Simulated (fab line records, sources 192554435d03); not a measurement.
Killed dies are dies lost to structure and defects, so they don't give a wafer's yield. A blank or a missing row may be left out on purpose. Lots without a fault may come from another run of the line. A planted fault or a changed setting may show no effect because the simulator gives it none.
fab line records | flow n5_finfet
record lots=24 wafers=72 last_day=18
route steps=1938 shown BEOL_M11@1559 BEOL_M12@1636 BEOL_M13@1671
lots that met no fault: from a run of the same line without faults
start_h: hours from the record's first day to the start of the lot's first wafer shown | wait_h: hours since the lot's step before | " the same as in the row above | L1.1+2: a row that stands for several wafers | - no value, or no start given | * or withheld: withheld | < > ~ a bound
route shown NAME@n: a module of which the file shows steps, and the number in the route of the first | usual: mean/standard deviation of fault-free wafers | same: alike in all rows | chamber/n: place in a boat | sites: the reading at each site | _std_site: their standard deviation | _edge_site: outer sites' mean less inner sites' | radius_mm: how far each site lies from the wafer's centre | mask NAME#n: copy n | behind: the tool/chamber that last shaped the wafer | hold: why the lot was held/for how many hours/how that ended | device: the transistor (n, p or np) that didn't switch | end of line: the same wafers' tests at the end of the route | a step without rows: its recipe alone | killed: dies lost to structure and defects at the first sort, not the wafer's yield | map: a wafer's dies, x killed, . not, _ none there
set.NAME: the setting as run; set.NAME@STEP: as run at that earlier step | model.NAME: the simulator's own value behind a step, which no gauge read
steps of the route over a sample of lots; a table a step, a row a wafer
services: from which hour (start_h, from the record's first day; less than 0 if before it) a tool's chamber was out of use, for how many hours, and why
## steps
# step N5_BEOL_M11_CD_MEAS_18
# recipe pitch_nm=140 target_cd_nm=70
# usual cd_nm=70.1/0.55
# columns lot.wafer tool chamber start_h wait_h cd_nm
L074.1 cd_sem-01 - 242.05 0.0 70.5
L074.2 " - " " 70.1
L074.3 " - " " 70.2
L075.1 cd_sem-01 - 254.50 0.0 69.4
L075.5 " - " " 70.0
L075.6 " - " " 69.6
L077.1 cd_sem-03 - 257.93 0.0 69.1
L077.5 " - " " 69.2
L077.6 " - " " 68.7
L076.1 cd_sem-02 - 262.76 0.0 70.0
L076.3 " - " " 70.5
L076.4 " - " " 71.3
L078.3 cd_sem-01 - 266.95 0.1 69.5
L078.4 " - " " 69.7
L078.6 " - " " 70.4
L080.1 cd_sem-01 - 271.85 0.0 69.2
L080.3 " - " " 70.3
L080.5 " - " " 69.9
L079.2 cd_sem-02 - 275.45 0.1 69.5
L079.3 " - " " 69.5
L079.4 " - " " 70.3
L081.1 cd_sem-02 - 288.22 0.1 70.3
L081.4 " - " " 70.0
L081.6 " - " " 69.5
L083.2 cd_sem-02 - 295.32 0.1 70.5
L083.5 " - " " 69.9
L083.6 " - " " 70.5
L082.1 cd_sem-03 - 296.18 0.0 69.4
L082.4 " - " " 70.3
L082.5 " - " " 70.6
L084.1 cd_sem-01 - 313.42 0.0 70.7
L084.4 " - " " 70.2
L084.5 " - " " 70.8
L085.1 cd_sem-01 - 322.89 0.0 71.1
L085.4 " - " " 70.8
L085.6 " - " " 70.5
L086.1 cd_sem-02 - 323.18 0.0 70.4
L086.4 " - " " 69.9
L086.5 " - " " 70.0
L089.1 cd_sem-02 - 326.38 0.0 70.1
L089.2 " - " " 70.5
L089.4 " - " " 71.1
L087.3 cd_sem-01 - 326.66 0.1 70.7
L087.4 " - " " 70.4
L087.6 " - " " 69.9
L088.1 cd_sem-03 - 333.49 0.0 70.5
L088.2 " - " " 70.9
L088.6 " - " " 70.4
L090.1 cd_sem-03 - 345.02 0.0 70.3
L090.2 " - " " 69.7
L090.3 " - " " 70.3
L092.1 cd_sem-02 - 348.11 0.0 69.8
L092.2 " - " " 69.9
L092.3 " - " " 69.6
L091.1 cd_sem-02 - 348.50 0.0 70.4
L091.4 " - " " 69.6
L091.6 " - " " 69.7
L094.1 cd_sem-02 - 358.39 0.1 69.8
L094.4 " - " " 70.4
L094.6 " - " " 69.7
L093.3 cd_sem-03 - 370.57 0.1 70.5
L093.4 " - " " 70.2
L093.6 " - " " 70.4
L095.2 cd_sem-03 - 371.78 0.1 69.5
L095.3 " - " " 69.4
L095.6 " - " " 69.2
L096.1 cd_sem-03 - 375.88 0.0 70.8
L096.2 " - " " 71.5
L096.5 " - " " 71.5
L097.1 cd_sem-03 - 376.17 0.0 70.5
L097.4 " - " " 70.7
L097.6 " - " " 69.9
# step N5_BEOL_M12_ETCH_67
# recipe chemistry=CF4 target=SiARC target_depth_a=1430 time_s=238.3 ion_energy_ev=80 pressure_mtorr=40 source_w=545 bias_w=36 Ar_flow_sccm=100 cf4_flow_sccm=100 ends=cleared
# usual drypump_motor_current_A=5.8/0.32 etch_rf_on_time_s=239/4.1 oes_product_au=0.67/0.053 rf_vpp_V=184.0/1.3 showerhead_plenum_p_Torr=2.14/0.083 throttle_valve_pct=15.64/0.29
# columns lot.wafer tool chamber start_h wait_h drypump_motor_current_A etch_rf_on_time_s oes_product_au rf_hours_counter_h rf_vpp_V showerhead_plenum_p_Torr throttle_valve_pct
L074.1 rie_diel-01 0 251.54 0.0 6.0 241 0.68 126 181.6 2.06 15.32
L074.2 " 3 " " 5.7 233 0.65 148 182.9 2.06 15.84
L074.3 " 2 " " 6.2 246 0.59 234 184.5 2.11 15.60
L075.1 rie_diel-04 3 260.56 0.0 5.7 241 0.69 64 184.7 2.26 15.69
L075.5 " 2 " " 5.6 241 0.62 - 186.0 2.21 16.07
L075.6 " 3 " " 5.7 241 0.69 - 185.8 2.26 15.69
L077.1 rie_diel-04 2 265.22 0.0 5.6 241 0.62 206 185.3 2.21 16.07
L077.5 " 2 " " 5.6 241 0.62 - 184.6 2.21 16.09
L077.6 " 3 " " 5.6 241 0.68 - 186.0 2.26 15.70
L076.1 rie_diel-04 0 270.13 0.0 5.5 232 0.70 100 183.2 2.08 15.32
L076.3 " 2 " " 5.6 240 0.62 208 184.8 2.21 16.08
L076.4 " 1 " " 6.2 242 0.70 63 184.8 2.26 15.57
L078.3 rie_diel-03 1 274.91 0.0 6.4 237 0.74 46 185.2 2.09 15.25
L078.4 " 2 " " 5.5 239 0.62 178 186.0 2.21 16.01
L078.6 " 1 " " 6.4 235 0.74 - 183.2 2.09 15.27
L080.1 rie_diel-03 2 279.96 0.0 5.5 240 0.63 179 185.3 2.21 16.01
L080.3 " 0 " " 5.1 234 0.75 38 183.3 2.09 15.47
L080.5 " 0 " " 5.1 236 0.73 - 182.5 2.09 15.48
L079.2 rie_diel-01 1 282.59 0.0 5.9 236 0.80 8 182.9 2.10 15.26
L079.3 " 2 " " 6.2 249 0.57 247 184.8 2.11 15.63
L079.4 " 3 " " 5.7 231 0.64 161 182.8 2.06 15.86
L081.1 rie_diel-01 3 294.22 0.0 5.7 231 0.64 165 182.5 2.06 15.89
L081.4 " 3 " " 5.7 230 0.64 - 184.3 2.06 15.88
L081.6 " 1 " " 5.9 233 0.79 - 182.6 2.10 15.28
L083.2 rie_diel-04 0 307.12 0.0 5.5 230 0.70 111 182.1 2.07 15.34
L083.5 " 2 " " 5.6 243 0.61 - 184.2 2.20 16.10
L083.6 " 3 " " 5.6 241 0.68 - 185.1 2.26 15.72
L082.1 rie_diel-03 1 307.18 0.0 6.3 235 0.73 58 183.4 2.09 15.29
L082.4 " 3 " " 5.9 237 0.62 212 182.4 2.05 15.92
L082.5 " 0 " " 5.1 236 0.73 - 182.3 2.09 15.52
L084.1 rie_diel-01 2 320.45 0.0 6.2 243 0.81 3 182.8 2.11 15.15
L084.4 " 1 " " 5.9 236 0.76 24 183.2 2.10 15.30
L084.5 " 2 " " 6.2 241 0.82 - 184.4 2.11 15.14
L085.1 rie_diel-04 3 328.56 0.0 5.7 246 0.67 86 185.2 2.25 15.74
L085.4 " 2 " " 5.6 244 0.60 227 185.7 2.20 16.13
L085.6 " 3 " " 5.6 243 0.66 - 186.6 2.26 15.73
L086.1 rie_diel-03 1 330.80 0.0 6.3 237 0.72 65 182.9 2.09 15.29
L086.4 " 2 " " 5.5 241 0.62 - 185.6 2.21 16.02
L086.5 " 3 " " 5.9 239 0.61 - 182.1 2.04 15.93
L089.1 rie_diel-03 2 333.34 0.0 5.5 242 0.62 198 186.3 2.21 16.04
L089.2 " 1 " " 6.4 238 0.71 66 183.0 2.09 15.30
L089.4 " 2 " " 5.4 240 0.62 - 185.7 2.21 16.04
L087.3 rie_diel-04 0 334.24 0.0 5.5 232 0.69 121 182.2 2.07 15.37
L087.4 " 1 " " 6.2 241 0.68 85 184.6 2.26 15.60
L087.6 " 2 " " 5.6 241 0.60 - 184.5 2.20 16.13
L088.1 rie_diel-04 3 340.17 0.0 5.6 241 0.66 91 185.8 2.25 15.76
L088.2 " 0 " " 5.5 233 0.69 123 182.6 2.07 15.38
L088.6 " 2 " " 5.6 243 0.60 - 185.2 2.20 16.12
L090.1 rie_diel-01 0 353.12 0.0 6.0 242 0.65 166 182.0 2.05 15.40
L090.2 " 3 " " 5.7 234 0.62 188 185.0 2.05 15.92
L090.3 " 2 " " 6.2 243 0.78 14 183.9 2.10 15.17
L092.1 rie_diel-04 2 355.85 0.0 5.6 246 0.59 240 183.2 2.19 16.14
L092.2 " 3 " " 5.7 245 0.66 98 185.0 2.25 15.77
L092.3 " 0 " " 5.5 238 0.68 130 183.0 2.07 15.38
L091.1 rie_diel-01 2 355.88 0.0 6.2 242 0.79 14 184.9 2.10 15.17
L091.4 " 0 " " 6.1 238 0.65 167 182.7 2.05 15.39
L091.6 " 3 " " 5.7 231 0.63 - 184.1 2.05 15.91
L094.1 rie_diel-04 0 365.12 0.0 5.4 231 0.67 134 182.4 2.07 15.40
L094.4 " 3 " " 5.6 239 0.66 - 186.5 2.25 15.77
L094.6 " 2 " " 5.6 241 0.60 - 183.8 2.19 16.17
L093.3 rie_diel-04 3 377.76 0.0 5.7 240 0.65 109 185.4 2.25 15.78
L093.4 " 3 " " 5.6 243 0.65 - 185.8 2.25 15.79
L093.6 " 0 " " 5.5 235 0.66 - 184.0 2.07 15.41
L095.2 rie_diel-04 0 378.55 0.0 5.5 237 0.66 142 183.9 2.06 15.41
L095.3 " 3 " " 5.7 242 0.65 109 184.5 2.25 15.80
L095.6 " 3 " " 5.6 245 0.65 - 184.2 2.25 15.78
L096.1 rie_diel-04 0 381.69 0.0 5.5 237 0.67 142 183.5 2.06 15.41
L096.2 " 3 " " 5.7 245 0.64 110 186.1 2.25 15.78
L096.5 " 0 " " 5.5 236 0.67 - 183.4 2.06 15.41
L097.1 rie_diel-01 0 382.14 0.0 6.0 244 0.63 177 183.2 2.04 15.43
L097.4 " 3 " " 5.7 234 0.62 198 184.3 2.05 15.93
L097.6 " 0 " " 6.1 243 0.64 - 183.4 2.04 15.42
# step N5_BEOL_M12_ETCH_68
# recipe chemistry=N2/H2 target=SOC mask_material=SiARC source_w=3000 bias_w=350 temp_c=40 time_s=285 ion_energy_ev=200 pressure_mtorr=30 n2_flow_sccm=200 h2_flow_sccm=200
# usual drypump_motor_current_A=5.8/0.32 oes_product_au=0.79/0.064 rf_vpp_V=524/3.1 showerhead_plenum_p_Torr=2.54/0.1 throttle_valve_pct=17.79/0.27
# columns lot.wafer tool chamber start_h wait_h drypump_motor_current_A oes_product_au rf_hours_counter_h rf_vpp_V showerhead_plenum_p_Torr throttle_valve_pct
L074.1 rie_diel-01 0 251.68 0.1 6.1 0.80 126 522 2.44 17.55
L074.2 " 3 " " 5.7 0.75 148 521 2.44 18.00
L074.3 " 2 " " 6.2 0.69 234 524 2.51 17.78
L075.1 rie_diel-04 3 260.70 0.1 5.6 0.81 64 527 2.68 17.77
L075.5 " 2 " " 5.6 0.73 - 527 2.62 18.13
L075.6 " 3 " " 5.7 0.81 - 527 2.68 17.77
L077.1 rie_diel-04 2 265.36 0.1 5.6 0.73 206 528 2.62 18.17
L077.5 " 2 " " 5.6 0.74 - 527 2.62 18.15
L077.6 " 3 " " 5.7 0.82 - 528 2.68 17.77
L076.1 rie_diel-04 0 270.28 0.1 5.5 0.82 101 520 2.46 17.46
L076.3 " 2 " " 5.6 0.73 208 525 2.62 18.14
L076.4 " 1 " " 6.2 0.83 63 528 2.69 17.83
L078.3 rie_diel-03 1 275.06 0.1 6.3 0.88 46 521 2.49 17.44
L078.4 " 2 " " 5.5 0.73 178 526 2.64 18.10
L078.6 " 1 " " 6.3 0.87 - 523 2.49 17.44
L080.1 rie_diel-03 2 280.11 0.1 5.5 0.74 179 525 2.64 18.12
L080.3 " 0 " " 5.1 0.87 38 522 2.49 17.69
L080.5 " 0 " " 5.1 0.87 - 522 2.49 17.69
L079.2 rie_diel-01 1 282.73 0.1 6.0 0.94 8 522 2.50 17.41
L079.3 " 2 " " 6.2 0.68 247 523 2.50 17.80
L079.4 " 3 " " 5.7 0.75 161 521 2.44 18.02
L081.1 rie_diel-01 3 294.37 0.1 5.7 0.74 166 520 2.43 18.02
L081.4 " 3 " " 5.8 0.74 - 519 2.43 18.02
L081.6 " 1 " " 6.0 0.92 - 522 2.50 17.43
L083.2 rie_diel-04 0 307.26 0.1 5.5 0.80 112 519 2.45 17.47
L083.5 " 2 " " 5.6 0.72 - 526 2.61 18.19
L083.6 " 3 " " 5.6 0.80 - 528 2.67 17.80
L082.1 rie_diel-03 1 307.33 0.1 6.3 0.85 58 523 2.48 17.46
L082.4 " 3 " " 5.9 0.71 212 520 2.42 18.16
L082.5 " 0 " " 5.1 0.85 - 521 2.48 17.69
L084.1 rie_diel-01 2 320.60 0.1 6.2 0.97 3 524 2.50 17.40
L084.4 " 1 " " 5.9 0.90 24 523 2.50 17.43
L084.5 " 2 " " 6.2 0.97 - 523 2.50 17.41
L085.1 rie_diel-04 3 328.70 0.1 5.6 0.77 87 528 2.67 17.82
L085.4 " 2 " " 5.6 0.70 227 526 2.61 18.21
L085.6 " 3 " " 5.7 0.78 - 529 2.67 17.81
L086.1 rie_diel-03 1 330.95 0.1 6.3 0.85 65 523 2.48 17.47
L086.4 " 2 " " 5.5 0.72 - 527 2.63 18.14
L086.5 " 3 " " 5.9 0.71 - 521 2.42 18.17
L089.1 rie_diel-03 2 333.48 0.1 5.5 0.72 198 526 2.63 18.13
L089.2 " 1 " " 6.4 0.84 66 523 2.48 17.47
L089.4 " 2 " " 5.5 0.71 - 525 2.63 18.16
L087.3 rie_diel-04 0 334.39 0.1 5.5 0.80 121 522 2.45 17.50
L087.4 " 1 " " 6.2 0.80 85 528 2.68 17.86
L087.6 " 2 " " 5.6 0.71 - 525 2.61 18.18
L088.1 rie_diel-04 3 340.32 0.1 5.7 0.78 91 529 2.67 17.83
L088.2 " 0 " " 5.5 0.80 123 521 2.45 17.51
L088.6 " 2 " " 5.6 0.72 - 526 2.60 18.19
L090.1 rie_diel-01 0 353.26 0.1 6.0 0.75 166 520 2.43 17.64
L090.2 " 3 " " 5.7 0.72 188 521 2.42 18.06
L090.3 " 2 " " 6.2 0.92 14 521 2.49 17.42
L092.1 rie_diel-04 2 355.99 0.1 5.6 0.71 241 526 2.60 18.20
L092.2 " 3 " " 5.7 0.77 98 527 2.66 17.83
L092.3 " 0 " " 5.5 0.79 131 522 2.44 17.52
L091.1 rie_diel-01 2 356.03 0.1 6.2 0.92 15 523 2.49 17.41
L091.4 " 0 " " 6.0 0.75 167 521 2.43 17.65
L091.6 " 3 " " 5.7 0.72 - 520 2.42 18.07
L094.1 rie_diel-04 0 365.27 0.1 5.5 0.78 134 521 2.44 17.52
L094.4 " 3 " " 5.6 0.77 - 529 2.66 17.86
L094.6 " 2 " " 5.6 0.70 - 526 2.60 18.20
L093.3 rie_diel-04 3 377.91 0.1 5.7 0.77 109 528 2.66 17.86
L093.4 " 3 " " 5.7 0.76 - 528 2.66 17.84
L093.6 " 0 " " 5.5 0.78 - 519 2.44 17.53
L095.2 rie_diel-04 0 378.69 0.1 5.5 0.78 142 522 2.44 17.53
L095.3 " 3 " " 5.7 0.77 110 528 2.66 17.86
L095.6 " 3 " " 5.6 0.77 - 527 2.66 17.85
L096.1 rie_diel-04 0 381.83 0.1 5.5 0.78 143 520 2.44 17.52
L096.2 " 3 " " 5.7 0.76 110 526 2.66 17.85
L096.5 " 0 " " 5.5 0.78 - 521 2.44 17.53
L097.1 rie_diel-01 0 382.29 0.1 6.1 0.75 177 521 2.42 17.65
L097.4 " 3 " " 5.7 0.71 198 521 2.42 18.09
L097.6 " 0 " " 6.1 0.74 - 521 2.42 17.65
# step N5_BEOL_M12_DEGAS_41
# recipe ambient=vacuum temp_c=250 time_s=60
# usual heater_power_w=327/42
# columns lot.wafer tool chamber start_h wait_h heater_power_w
L074.1 pvd_sputter-01 - 254.18 0.3 383
L074.2 " - " " 243
L074.3 " - " " 370
L075.1 pvd_sputter-02 - 261.90 0.3 290
L075.5 " - " " 362
L075.6 " - " " 288
L077.1 pvd_sputter-01 - 266.59 0.4 373
L077.5 " - " " 285
L077.6 " - " " 363
L076.1 pvd_sputter-03 - 273.28 1.4 348
L076.3 " - " " 353
L076.4 " - " " 342
L078.3 pvd_sputter-01 - 278.58 0.6 379
L078.4 " - " " 367
L078.6 " - " " 243
L080.1 pvd_sputter-01 - 283.63 0.3 382
L080.3 " - " " 369
L080.5 " - " " 376
L079.2 pvd_sputter-03 - 284.03 0.4 333
L079.3 " - " " 353
L079.4 " - " " 326
L081.1 pvd_sputter-01 - 295.02 0.0 373
L081.4 " - " " 241
L081.6 " - " " 370
L083.2 pvd_sputter-02 - 307.94 0.1 286
L083.5 " - " " 316
L083.6 " - " " 355
L082.1 pvd_sputter-01 - 308.09 0.0 283
L082.4 " - " " 387
L082.5 " - " " 289
L084.1 pvd_sputter-03 - 325.00 0.5 346
L084.4 " - " " 330
L084.5 " - " " 334
L085.1 pvd_sputter-01 - 333.45 1.1 381
L085.4 " - " " 290
L085.6 " - " " 245
L086.1 pvd_sputter-01 - 336.29 0.2 385
L086.4 " - " " 251
L086.5 " - " " 251
L089.1 pvd_sputter-02 - 336.31 0.2 291
L089.2 " - " " 318
L089.4 " - " " 318
L087.3 pvd_sputter-03 - 336.56 0.4 383
L087.4 " - " " 330
L087.6 " - " " 345
L088.1 pvd_sputter-02 - 341.23 0.3 300
L088.2 " - " " 362
L088.6 " - " " 375
L090.1 pvd_sputter-03 - 355.08 0.6 342
L090.2 " - " " 364
L090.3 " - " " 327
L091.1 pvd_sputter-02 - 361.62 0.4 287
L091.4 " - " " 320
L091.6 " - " " 363
L092.1 pvd_sputter-03 - 366.46 0.3 339
L092.2 " - " " 324
L092.3 " - " " 332
L094.1 pvd_sputter-03 - 366.82 0.1 374
L094.4 " - " " 339
L094.6 " - " " 327
L093.3 pvd_sputter-02 - 383.70 0.1 291
L093.4 " - " " 361
L093.6 " - " " 306
L095.2 pvd_sputter-01 - 387.60 0.2 282
L095.3 " - " " 377
L095.6 " - " " 373
L096.1 pvd_sputter-01 - 395.92 0.0 377
L096.2 " - " " 245
L096.5 " - " " 381
L097.1 pvd_sputter-02 - 402.56 0.2 318
L097.4 " - " " 306
L097.6 " - " " 303
# step N5_BEOL_M13_INSPECT_12
# recipe mode=adi inspect_instrument=macro
# usual raw_defect_count=2.2/1.5
# columns lot.wafer tool chamber start_h wait_h raw_defect_count
L074.1 defect_inspect-02 - 256.13 0.0 0
L074.2 " - " " 2
L074.3 " - " " 2
L075.1 defect_inspect-01 - 264.10 0.0 2
L075.5 " - " " 0
L075.6 " - " " 1
L077.1 defect_inspect-02 - 268.56 0.0 3
L077.5 " - " " 0
L077.6 " - " " 3
L076.1 defect_inspect-01 - 275.07 0.0 0
L076.3 " - " " 3
L076.4 " - " " 3
L078.3 defect_inspect-02 - 280.54 0.0 1
L078.4 " - " " 2
L078.6 " - " " 2
L080.1 defect_inspect-01 - 285.54 0.0 5
L080.3 " - " " 5
L080.5 " - " " 3
L079.2 defect_inspect-01 - 286.65 0.0 1
L079.3 " - " " 2
L079.4 " - " " 2
L081.1 defect_inspect-02 - 296.84 0.0 2
L081.4 " - " " 4
L081.6 " - " " 2
L083.2 defect_inspect-02 - 309.74 0.0 4
L083.5 " - " " 5
L083.6 " - " " 0
L082.1 defect_inspect-02 - 310.28 0.0 2
L082.4 " - " " 2
L082.5 " - " " 1
L084.1 defect_inspect-01 - 327.10 0.0 2
L084.4 " - " " 1
L084.5 " - " " 3
L085.1 defect_inspect-01 - 335.29 0.0 3
L085.4 " - " " 1
L085.6 " - " " 4
L089.1 defect_inspect-02 - 338.22 0.0 1
L089.2 " - " " 2
L089.4 " - " " 3
L086.1 defect_inspect-02 - 338.38 0.0 6
L086.4 " - " " 1
L086.5 " - " " 0
L087.3 defect_inspect-01 - 338.77 0.0 6
L087.4 " - " " 3
L087.6 " - " " 4
L088.1 defect_inspect-01 - 343.06 0.0 1
L088.2 " - " " 1
L088.6 " - " " 5
L090.1 defect_inspect-02 - 357.00 0.0 1
L090.2 " - " " 1
L090.3 " - " " 4
L091.1 defect_inspect-02 - 363.54 0.0 4
L091.4 " - " " 3
L091.6 " - " " 1
L092.1 defect_inspect-01 - 369.13 0.0 2
L092.2 " - " " 2
L092.3 " - " " 1
L094.1 defect_inspect-02 - 369.70 0.0 0
L094.4 " - " " 4
L094.6 " - " " 1
L093.3 defect_inspect-01 - 385.76 0.0 3
L093.4 " - " " 3
L093.6 " - " " 3
L095.2 defect_inspect-02 - 389.39 0.0 2
L095.3 " - " " 2
L095.6 " - " " 1
L096.1 defect_inspect-01 - 397.90 0.0 0
L096.2 " - " " 5
L096.5 " - " " 0
L097.1 defect_inspect-02 - 404.65 0.0 2
L097.4 " - " " 6
L097.6 " - " " 1
# step N5_BEOL_M13_STRIP_63
# recipe chemistry=N2/H2 power_w=1000 temp_c=250 h2_frac=0.65 overash_fraction=0.3 pressure_mtorr=1000 n2_flow_sccm=1750 h2_flow_sccm=3250
# usual drypump_motor_current_A=5.4/0.47 heater_power_w=337/21 oes_product_au=0.674/0.0046 strip_time_to_endpoint_s=28.2/0.9
# columns lot.wafer tool chamber start_h wait_h drypump_motor_current_A heater_power_w oes_product_au rf_hours_counter_h strip_time_to_endpoint_s
L074.1 plasma_asher-01 0 256.48 - 4.9 322 0.678 73 27.7
L074.2 " 1 " " 6.0 355 0.678 73 28.6
L074.3 " 0 " " 5.0 321 0.676 - 29.1
L075.1 plasma_asher-02 0 264.45 - 5.7 303 0.671 122 29.1
L075.5 " 0 " " 5.8 300 0.677 - 27.7
L075.6 " 1 " " 5.0 354 0.674 - 28.6
L077.1 plasma_asher-02 0 268.92 - 5.7 294 0.674 123 30.1
L077.5 " 1 " " 5.0 345 0.678 - 28.7
L077.6 " 0 " " 5.7 308 0.673 - 28.6
L076.1 plasma_asher-01 1 275.43 - 6.0 348 0.677 78 28.8
L076.3 " 1 " " 6.0 364 0.671 - 29.5
L076.4 " 0 " " 5.0 337 0.677 - 28.6
L078.3 plasma_asher-01 1 280.91 - 6.0 365 0.676 - 27.8
L078.4 " 0 " " 4.9 325 0.681 - 27.1
L078.6 " 0 " " 5.0 332 0.677 - 26.9
L080.1 plasma_asher-01 1 285.90 - 6.0 358 0.678 81 28.8
L080.3 " 0 " " 4.9 329 0.668 - 29.5
L080.5 " 1 " " 6.0 348 0.671 - 27.8
L079.2 plasma_asher-01 0 287.34 - 5.0 334 0.668 81 27.7
L079.3 " 0 " " 5.0 322 0.674 - 27.0
L079.4 " 1 " " 6.0 352 0.672 - 27.2
L081.1 plasma_asher-01 0 297.70 - 5.0 323 0.678 82 28.8
L081.4 " 0 " " 4.9 324 0.676 - 27.4
L081.6 " 0 " " 4.9 336 0.670 - 28.6
L083.2 plasma_asher-01 0 310.10 - 5.0 322 0.675 85 28.9
L083.5 " 0 " " 4.9 327 0.680 - 26.7
L083.6 " 1 " " 5.9 353 0.668 - 27.5
L082.1 plasma_asher-02 1 310.64 - 5.0 353 0.670 131 28.2
L082.4 " 0 " " 5.7 305 0.663 - 27.7
L082.5 " 0 " " 5.7 293 0.666 - 28.2
L084.1 plasma_asher-01 0 327.46 - 4.9 337 0.670 88 28.7
L084.4 " 1 " " 6.0 360 0.681 - 30.0
L084.5 " 1 " " 6.0 355 0.685 - 29.3
L085.1 plasma_asher-01 1 335.80 - 6.0 362 0.671 90 27.8
L085.4 " 1 " " 6.0 360 0.677 - 27.6
L085.6 " 1 " " 6.0 376 0.667 - 26.9
L089.1 plasma_asher-02 1 338.58 - 5.0 356 0.676 136 28.8
L089.2 " 0 " " 5.7 299 0.675 136 28.1
L089.4 " 0 " " 5.7 301 0.673 - 27.1
L086.1 plasma_asher-01 1 338.74 - 6.0 354 0.672 91 29.0
L086.4 " 0 " " 4.9 320 0.674 - 26.7
L086.5 " 1 " " 6.0 365 0.680 - 26.6
L087.3 plasma_asher-02 1 339.40 - 5.0 352 0.670 - 28.1
L087.4 " 0 " " 5.7 308 0.671 - 27.1
L087.6 " 1 " " 5.0 339 0.679 - 27.5
L088.1 plasma_asher-02 1 343.80 - 5.0 348 0.679 137 29.3
L088.2 " 0 " " 5.7 297 0.678 137 29.9
L088.6 " 1 " " 5.0 346 0.671 - 28.8
L090.1 plasma_asher-01 1 357.51 - 5.9 355 0.672 95 29.3
L090.2 " 0 " " 4.9 328 0.673 95 29.2
L090.3 " 0 " " 4.9 331 0.671 - 28.3
L091.1 plasma_asher-01 1 363.89 - 6.0 359 0.672 95 28.9
L091.4 " 0 " " 4.9 327 0.675 - 28.1
L091.6 " 1 " " 6.0 361 0.678 - 27.7
L092.1 plasma_asher-01 0 369.70 - 5.0 325 0.677 98 28.3
L092.2 " 1 " " 6.0 363 0.677 98 29.0
L092.3 " 1 " " 6.0 351 0.675 - 28.6
L094.1 plasma_asher-01 0 370.06 - 5.0 321 0.673 98 29.9
L094.4 " 0 " " 5.0 329 0.679 - 27.6
L094.6 " 0 " " 5.0 328 0.675 - 27.7
L093.3 plasma_asher-01 0 386.13 - 4.9 329 0.671 - 28.3
L093.4 " 1 " " 6.0 364 0.681 - 27.6
L093.6 " 0 " " 4.9 324 0.674 - 28.2
L095.2 plasma_asher-01 1 389.74 - 5.9 362 0.675 104 28.6
L095.3 " 1 " " 5.9 354 0.679 - 29.1
L095.6 " 0 " " 5.0 319 0.670 - 27.8
L096.1 plasma_asher-02 1 398.26 - 5.0 349 0.666 145 27.3
L096.2 " 0 " " 5.7 297 0.678 145 28.9
L096.5 " 0 " " 5.7 302 0.671 - 27.2
L097.1 plasma_asher-02 1 405.01 - 5.0 349 0.674 146 28.2
L097.4 " 0 " " 5.7 301 0.679 - 27.3
L097.6 " 0 " " 5.8 303 0.678 - 27.5
## services
# columns tool chamber start_h hours kind
rie_diel-04 - 240.08 14.6 pm
rie_diel-01 1 244.09 - clean
rie_diel-01 1 244.09 - consumable_replace:focus_ring
rie_diel-01 1 244.09 13.9 scheduled_down
rie_diel-01 1 244.09 13.9 vent_cycle
pvd_sputter-03 - 271.86 1.3 repair
rie_diel-01 2 290.57 - clean
rie_diel-01 2 290.57 - consumable_replace:focus_ring
rie_diel-01 2 290.57 21.6 scheduled_down
rie_diel-01 2 290.57 21.6 vent_cycle
rie_diel-04 1 344.77 30.9 repair
rie_diel-03 - 361.14 2.8 pm
plasma_asher-02 - 367.16 16.7 pm
rie_diel-04 2 376.09 - clean
rie_diel-04 2 376.09 - consumable_replace:focus_ring
rie_diel-04 2 376.09 16.8 scheduled_down
rie_diel-04 2 376.09 16.8 vent_cycle
rie_diel-04 1 384.65 6.6 repair
plasma_asher-01 - 389.86 2.8 pm
rie_diel-01 2 393.40 8.3 repair
rie_diel-03 - 395.93 0.4 repair
## key
fault none
